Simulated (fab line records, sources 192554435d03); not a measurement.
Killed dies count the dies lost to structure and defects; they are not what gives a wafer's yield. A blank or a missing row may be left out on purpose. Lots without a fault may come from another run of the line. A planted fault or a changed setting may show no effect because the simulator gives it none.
Lot-split experiment || flow n5-finfet || 39 wafers read across 7 lots, on a route 1938 steps long

SPLIT DETAILS
At N5_BEOL_M1_PECVD_72 (deposits SiO2 from TEOS/O2, target thk 16 nm, time 18 s), the setting time-s was moved away from the recipe's 18 s on 15 of the 39 wafers read, by -49.9% to +48.9%. This setting was run at the recipe's value on the other wafers.

The split's own step is where the reading is taken.

THE READING
SiO2_of_BEOL_M1_PECVD_72.thk-nm (the simulator's own value, which no gauge read), in nm, at N5_BEOL_M1_PECVD_72 (deposits SiO2 from TEOS/O2, target thk 16 nm, time 18 s). There is no usual value for it anywhere in the file. Here, 24 wafers ran the recipe; their average is 16.1 nm with a standard deviation of 0.22 nm.

{"wafer": "L074.1", "tool, chamber at the split": "pecvd-01, 2", "time-s as run, s": 26.8, "against the recipe": "+48.9%", "SiO2_of_BEOL_M1_PECVD_72.thk-nm, nm": 23.2, "against lot-mates on the recipe": "+7.1"}
{"wafer": "L074.2", "tool, chamber at the split": "pecvd-01, 0,1", "time-s as run, s": 26.8, "against the recipe": "+48.9%", "SiO2_of_BEOL_M1_PECVD_72.thk-nm, nm": 23.4, "against lot-mates on the recipe": "+7.3"}
{"wafer": "L074.3", "tool, chamber at the split": "pecvd-01, 0,1", "time-s as run, s": 26.8, "against the recipe": "+48.9%", "SiO2_of_BEOL_M1_PECVD_72.thk-nm, nm": 23.4, "against lot-mates on the recipe": "+7.3"}
{"wafer": "L074.4", "tool, chamber at the split": "pecvd-01, 1,0", "time-s as run, s": 18, "against the recipe": "recipe", "SiO2_of_BEOL_M1_PECVD_72.thk-nm, nm": 16, "against lot-mates on the recipe": "-"}
{"wafer": "L074.5", "tool, chamber at the split": "pecvd-01, 1,0", "time-s as run, s": 18, "against the recipe": "recipe", "SiO2_of_BEOL_M1_PECVD_72.thk-nm, nm": 16, "against lot-mates on the recipe": "-"}
{"wafer": "L074.6", "tool, chamber at the split": "pecvd-01, 2", "time-s as run, s": 18, "against the recipe": "recipe", "SiO2_of_BEOL_M1_PECVD_72.thk-nm, nm": 16.2, "against lot-mates on the recipe": "-"}
{"wafer": "L078.1", "tool, chamber at the split": "pecvd-01, 0,2", "time-s as run, s": 10.15, "against the recipe": "-43.6%", "SiO2_of_BEOL_M1_PECVD_72.thk-nm, nm": 9.2, "against lot-mates on the recipe": -6.8}
{"wafer": "L078.2", "tool, chamber at the split": "pecvd-01, 0,2", "time-s as run, s": 10.15, "against the recipe": "-43.6%", "SiO2_of_BEOL_M1_PECVD_72.thk-nm, nm": 9.2, "against lot-mates on the recipe": -6.8}
{"wafer": "L078.3", "tool, chamber at the split": "pecvd-01, 1", "time-s as run, s": 18, "against the recipe": "recipe", "SiO2_of_BEOL_M1_PECVD_72.thk-nm, nm": 15.8, "against lot-mates on the recipe": "-"}
{"wafer": "L078.4", "tool, chamber at the split": "pecvd-01, 0", "time-s as run, s": 18, "against the recipe": "recipe", "SiO2_of_BEOL_M1_PECVD_72.thk-nm, nm": 16, "against lot-mates on the recipe": "-"}
{"wafer": "L078.5", "tool, chamber at the split": "pecvd-01, 2", "time-s as run, s": 10.15, "against the recipe": "-43.6%", "SiO2_of_BEOL_M1_PECVD_72.thk-nm, nm": 9, "against lot-mates on the recipe": -7.0}
{"wafer": "L078.6", "tool, chamber at the split": "pecvd-01, 1", "time-s as run, s": 18, "against the recipe": "recipe", "SiO2_of_BEOL_M1_PECVD_72.thk-nm, nm": 16.2, "against lot-mates on the recipe": "-"}
{"wafer": "L087.1", "tool, chamber at the split": "pecvd-01, 2", "time-s as run, s": 18, "against the recipe": "recipe", "SiO2_of_BEOL_M1_PECVD_72.thk-nm, nm": 16, "against lot-mates on the recipe": "-"}
{"wafer": "L087.2", "tool, chamber at the split": "pecvd-01, 1", "time-s as run, s": 13.59, "against the recipe": "-24.5%", "SiO2_of_BEOL_M1_PECVD_72.thk-nm, nm": 12.2, "against lot-mates on the recipe": -3.9}
{"wafer": "L087.3", "tool, chamber at the split": "pecvd-01, 0", "time-s as run, s": 13.59, "against the recipe": "-24.5%", "SiO2_of_BEOL_M1_PECVD_72.thk-nm, nm": 12, "against lot-mates on the recipe": -4.1}
{"wafer": "L087.4", "tool, chamber at the split": "pecvd-01, 1,0", "time-s as run, s": 18, "against the recipe": "recipe", "SiO2_of_BEOL_M1_PECVD_72.thk-nm, nm": 16.2, "against lot-mates on the recipe": "-"}
{"wafer": "L087.5", "tool, chamber at the split": "pecvd-01, 1,0", "time-s as run, s": 18, "against the recipe": "recipe", "SiO2_of_BEOL_M1_PECVD_72.thk-nm, nm": 16.2, "against lot-mates on the recipe": "-"}
{"wafer": "L087.6", "tool, chamber at the split": "pecvd-01, 2", "time-s as run, s": 13.59, "against the recipe": "-24.5%", "SiO2_of_BEOL_M1_PECVD_72.thk-nm, nm": 12.4, "against lot-mates on the recipe": -3.7}
{"wafer": "L090.1", "tool, chamber at the split": "pecvd-04, 1,0", "time-s as run, s": 18, "against the recipe": "recipe", "SiO2_of_BEOL_M1_PECVD_72.thk-nm, nm": 16.2, "against lot-mates on the recipe": "-"}
{"wafer": "L090.2", "tool, chamber at the split": "pecvd-04, 1,0", "time-s as run, s": 18, "against the recipe": "recipe", "SiO2_of_BEOL_M1_PECVD_72.thk-nm, nm": 16.2, "against lot-mates on the recipe": "-"}
{"wafer": "L090.6", "tool, chamber at the split": "pecvd-04, 1", "time-s as run, s": 18, "against the recipe": "recipe", "SiO2_of_BEOL_M1_PECVD_72.thk-nm, nm": 16.6, "against lot-mates on the recipe": "-"}
{"wafer": "L091.1", "tool, chamber at the split": "pecvd-01, 2", "time-s as run, s": 18, "against the recipe": "recipe", "SiO2_of_BEOL_M1_PECVD_72.thk-nm, nm": 16, "against lot-mates on the recipe": "-"}
{"wafer": "L091.2", "tool, chamber at the split": "pecvd-01, 1", "time-s as run, s": 9.021, "against the recipe": "-49.9%", "SiO2_of_BEOL_M1_PECVD_72.thk-nm, nm": 8.2, "against lot-mates on the recipe": -7.9}
{"wafer": "L091.3", "tool, chamber at the split": "pecvd-01, 2,1", "time-s as run, s": 9.021, "against the recipe": "-49.9%", "SiO2_of_BEOL_M1_PECVD_72.thk-nm, nm": 8.4, "against lot-mates on the recipe": -7.7}
{"wafer": "L091.5", "tool, chamber at the split": "pecvd-01, 2,1", "time-s as run, s": 9.021, "against the recipe": "-49.9%", "SiO2_of_BEOL_M1_PECVD_72.thk-nm, nm": 8.4, "against lot-mates on the recipe": -7.7}
{"wafer": "L091.4", "tool, chamber at the split": "pecvd-01, 1,2", "time-s as run, s": 18, "against the recipe": "recipe", "SiO2_of_BEOL_M1_PECVD_72.thk-nm, nm": 16.2, "against lot-mates on the recipe": "-"}
{"wafer": "L091.6", "tool, chamber at the split": "pecvd-01, 1,2", "time-s as run, s": 18, "against the recipe": "recipe", "SiO2_of_BEOL_M1_PECVD_72.thk-nm, nm": 16.2, "against lot-mates on the recipe": "-"}
{"wafer": "L093.1", "tool, chamber at the split": "pecvd-04, 0,1,2", "time-s as run, s": 18, "against the recipe": "recipe", "SiO2_of_BEOL_M1_PECVD_72.thk-nm, nm": 16.2, "against lot-mates on the recipe": "-"}
{"wafer": "L093.2", "tool, chamber at the split": "pecvd-04, 0,1,2", "time-s as run, s": 18, "against the recipe": "recipe", "SiO2_of_BEOL_M1_PECVD_72.thk-nm, nm": 16.2, "against lot-mates on the recipe": "-"}
{"wafer": "L093.3", "tool, chamber at the split": "pecvd-04, 0,1,2", "time-s as run, s": 18, "against the recipe": "recipe", "SiO2_of_BEOL_M1_PECVD_72.thk-nm, nm": 16.2, "against lot-mates on the recipe": "-"}
{"wafer": "L093.4", "tool, chamber at the split": "pecvd-04, 2,0,1", "time-s as run, s": 18, "against the recipe": "recipe", "SiO2_of_BEOL_M1_PECVD_72.thk-nm, nm": 16.4, "against lot-mates on the recipe": "-"}
{"wafer": "L093.5", "tool, chamber at the split": "pecvd-04, 2,0,1", "time-s as run, s": 18, "against the recipe": "recipe", "SiO2_of_BEOL_M1_PECVD_72.thk-nm, nm": 16.4, "against lot-mates on the recipe": "-"}
{"wafer": "L093.6", "tool, chamber at the split": "pecvd-04, 2,0,1", "time-s as run, s": 18, "against the recipe": "recipe", "SiO2_of_BEOL_M1_PECVD_72.thk-nm, nm": 16.4, "against lot-mates on the recipe": "-"}
{"wafer": "L095.1", "tool, chamber at the split": "pecvd-03, 0,1", "time-s as run, s": 18, "against the recipe": "recipe", "SiO2_of_BEOL_M1_PECVD_72.thk-nm, nm": 15.8, "against lot-mates on the recipe": "-"}
{"wafer": "L095.4", "tool, chamber at the split": "pecvd-03, 0,1", "time-s as run, s": 18, "against the recipe": "recipe", "SiO2_of_BEOL_M1_PECVD_72.thk-nm, nm": 15.8, "against lot-mates on the recipe": "-"}
{"wafer": "L095.2", "tool, chamber at the split": "pecvd-03, 2", "time-s as run, s": 18, "against the recipe": "recipe", "SiO2_of_BEOL_M1_PECVD_72.thk-nm, nm": 15.6, "against lot-mates on the recipe": "-"}
{"wafer": "L095.3", "tool, chamber at the split": "pecvd-03, 1", "time-s as run, s": 24.02, "against the recipe": "+33.4%", "SiO2_of_BEOL_M1_PECVD_72.thk-nm, nm": 21, "against lot-mates on the recipe": "+5.3"}
{"wafer": "L095.5", "tool, chamber at the split": "pecvd-03, 0", "time-s as run, s": 24.02, "against the recipe": "+33.4%", "SiO2_of_BEOL_M1_PECVD_72.thk-nm, nm": 21.2, "against lot-mates on the recipe": "+5.5"}
{"wafer": "L095.6", "tool, chamber at the split": "pecvd-03, 2", "time-s as run, s": 24.02, "against the recipe": "+33.4%", "SiO2_of_BEOL_M1_PECVD_72.thk-nm, nm": 20.8, "against lot-mates on the recipe": "+5.1"}
Where a row lists several chambers, the file gives one row for several wafers and doesn't say which wafer went through which chamber.

THE FIT
A straight line over all 39 wafers: SiO2_of_BEOL_M1_PECVD_72.thk-nm changes by +0.153 nm for each +1% of time-s; r = +1.00; the points scatter about the line by 0.23 nm.
The same after taking each lot's own level away (the mean of its wafers on the recipe; 39 wafers): +0.155 nm for each +1%; r = +1.00; scatter 0.16 nm.
According to that fit, moving time-s by its largest amount changes the reading by 7.7 nm.
Measured against the standard deviation above, the lots' own levels, which go from 15.73 to 16.33 nm, span 2.7 times it.
Hence the lot-to-lot level has little effect on the slope; both slopes agree.
Check: -7.74 nm against its lot-mates is what the line predicts for one of the wafers moved furthest among these (-49.9%) when that wafer is left out of the fit. It came out at -7.93 nm against them.

THE OTHER SPLITS THESE WAFERS WENT THROUGH
These wafers also went through other splits before the reading. Each is held against what the fit with the lots' levels taken away leaves over:
{"other split on the same wafers": "N5_FIN_SAQP_HM_DEP_03 time-s", "wafers away from the commonest value": 9, "r with SiO2_of_BEOL_M1_PECVD_72.thk-nm (lot level and that fit taken away)": "+0.06"}
{"other split on the same wafers": "N5_FIN_SAQP_ETCH_65 time-s", "wafers away from the commonest value": 15, "r with SiO2_of_BEOL_M1_PECVD_72.thk-nm (lot level and that fit taken away)": "+0.00"}
{"other split on the same wafers": "N5_ILD0_ALD_15 ald-cycles", "wafers away from the commonest value": 18, "r with SiO2_of_BEOL_M1_PECVD_72.thk-nm (lot level and that fit taken away)": "+0.02"}
{"other split on the same wafers": "N5_MOL_CONTACT_COAG_ETCH_124 target-depth-a", "wafers away from the commonest value": 15, "r with SiO2_of_BEOL_M1_PECVD_72.thk-nm (lot level and that fit taken away)": -0.23}

FILE'S OWN FIT
SiO2_of_BEOL_M1_PECVD_72.thk-nm changes by +0.155 nm for each +1% of time-s, r = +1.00.
